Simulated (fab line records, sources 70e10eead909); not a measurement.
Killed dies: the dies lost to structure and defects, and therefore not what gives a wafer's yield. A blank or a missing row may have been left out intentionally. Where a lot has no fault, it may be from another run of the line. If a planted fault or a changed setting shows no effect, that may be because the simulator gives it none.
Chamber matching || flow nand_harc || rie_diel-09 running NHARC_A_BONDPAD_ETCH_34: 4 sister chambers
The step etches the open film in N2/H2, target depth 60 nm, overetch 18 nm, time 65.91 s. 4 wafers are shown with their chamber, then 8 later ones without.

== WAFERS PAIRED WITH THEIR CHAMBERS ==
{"wafer": "L380.6", "chamber": 3, "showerhead_plenum_p_Torr (Torr)": 2.21}
{"wafer": "L383.3", "chamber": 1, "showerhead_plenum_p_Torr (Torr)": 1.89}
{"wafer": "L383.5", "chamber": 2, "showerhead_plenum_p_Torr (Torr)": 1.91}
{"wafer": "L389.1", "chamber": 0, "showerhead_plenum_p_Torr (Torr)": 1.98}

== WAFERS MISSING THEIR CHAMBER ==
{"wafer": "L389.3", "showerhead_plenum_p_Torr (Torr)": 1.90}
{"wafer": "L389.5", "showerhead_plenum_p_Torr (Torr)": 1.98}
{"wafer": "L390.3", "showerhead_plenum_p_Torr (Torr)": 1.90}
{"wafer": "L390.5", "showerhead_plenum_p_Torr (Torr)": 1.98}
{"wafer": "L390.6", "showerhead_plenum_p_Torr (Torr)": 2.21}
{"wafer": "L393.2", "showerhead_plenum_p_Torr (Torr)": 1.90}
{"wafer": "L393.3", "showerhead_plenum_p_Torr (Torr)": 1.97}
{"wafer": "L393.5", "showerhead_plenum_p_Torr (Torr)": 1.97}

== WHICH CHAMBER EACH ONE RAN IN ==
{"wafer": "L389.3", "from the rows above": "can't be placed: 1 or 2", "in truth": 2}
{"wafer": "L389.5", "from the rows above": 0, "in truth": 0}
{"wafer": "L390.3", "from the rows above": "can't be placed: 1 or 2", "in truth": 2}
{"wafer": "L390.5", "from the rows above": 0, "in truth": 0}
{"wafer": "L390.6", "from the rows above": 3, "in truth": 3}
{"wafer": "L393.2", "from the rows above": "can't be placed: 1 or 2", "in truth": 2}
{"wafer": "L393.3", "from the rows above": 0, "in truth": 0}
{"wafer": "L393.5", "from the rows above": 0, "in truth": 0}
Placed correctly: 5 of 8. From these rows, 3 cannot be placed; in 3 the true chamber is one of the candidates. Number placed wrongly: 0.
How it was worked out, from the rows above alone: a wafer's distance from a chamber is the root of the sum, over the readings, of the square of ((its reading less the chamber's mean) divided by the reading's scatter). The wafer belongs to the nearest chamber; if the next one is less than 2 further off, it can't be placed. Each chamber's mean is taken over the wafers shown for it. The scatter (one wafer shown for each chamber): square how far every hidden wafer sits from the nearest shown wafer, average those squares and take the square root.
